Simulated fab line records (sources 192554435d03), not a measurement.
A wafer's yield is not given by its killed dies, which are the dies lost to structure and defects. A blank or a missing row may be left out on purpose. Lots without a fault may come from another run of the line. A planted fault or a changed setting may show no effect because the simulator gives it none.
Chamber matching ; flow n5 finfet ; 4 sister chambers for N5_STI_FIN_REVEAL_ALD_00 on ald sin-02
The step deposits SiO2, target thk 1 nm, pulse time 1 s. 8 wafers are shown with their chamber, then 12 later ones without.

== WAFERS PAIRED WITH THEIR CHAMBERS ==
wafer;chamber;heater power w (W);precursor pulse height rel
L082.6;0;447;1.026
L083.3;2;495;1.027
L083.5;1;408;0.965
L088.5;1;411;1.017
L088.6;0;436;0.988
L090.1;2;487;0.985
L090.2;3;429;1.005
L090.6;3;419;0.993

== WAFERS WITH NO CHAMBER GIVEN ==
wafer;heater power w (W);precursor pulse height rel
L091.4;450;0.997
L091.5;436;0.995
L091.6;419;0.947
L093.1;478;1.001
L093.3;423;1.020
L093.4;416;1.000
L094.1;471;0.976
L094.3;446;0.995
L094.6;418;1.020
L097.1;481;0.980
L097.4;449;0.966
L097.6;435;0.984

== WHICH CHAMBER EACH ONE RAN IN ==
wafer;from the rows above;in truth
L091.4;0;0
L091.5;can't be placed: 0 or 3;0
L091.6;can't be placed: 3 or 1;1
L093.1;2;2
L093.3;can't be placed: 3 or 1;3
L093.4;can't be placed: 1 or 3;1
L094.1;can't be placed: 2 or 0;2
L094.3;0;0
L094.6;can't be placed: 3 or 1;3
L097.1;2;2
L097.4;0;0
L097.6;can't be placed: 0 or 3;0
Correct placement for 5 of the 12. These rows do not allow placing 7 (true chamber among the candidates in 7). Wrongly placed: 0.
How it was worked out, from the rows above alone: a wafer's distance from a chamber is the root of the sum, over the readings, of the square of ((its reading less the chamber's mean) divided by the reading's scatter). If the next closest chamber is less than 2 further off than the closest, the wafer can't be placed; otherwise it belongs to the closest. The mean given for a chamber averages the wafers shown for that chamber. The scatter: the root of (the sum of the squares of (reading less its chamber's mean) over the shown wafers, divided by (wafers less chambers)).
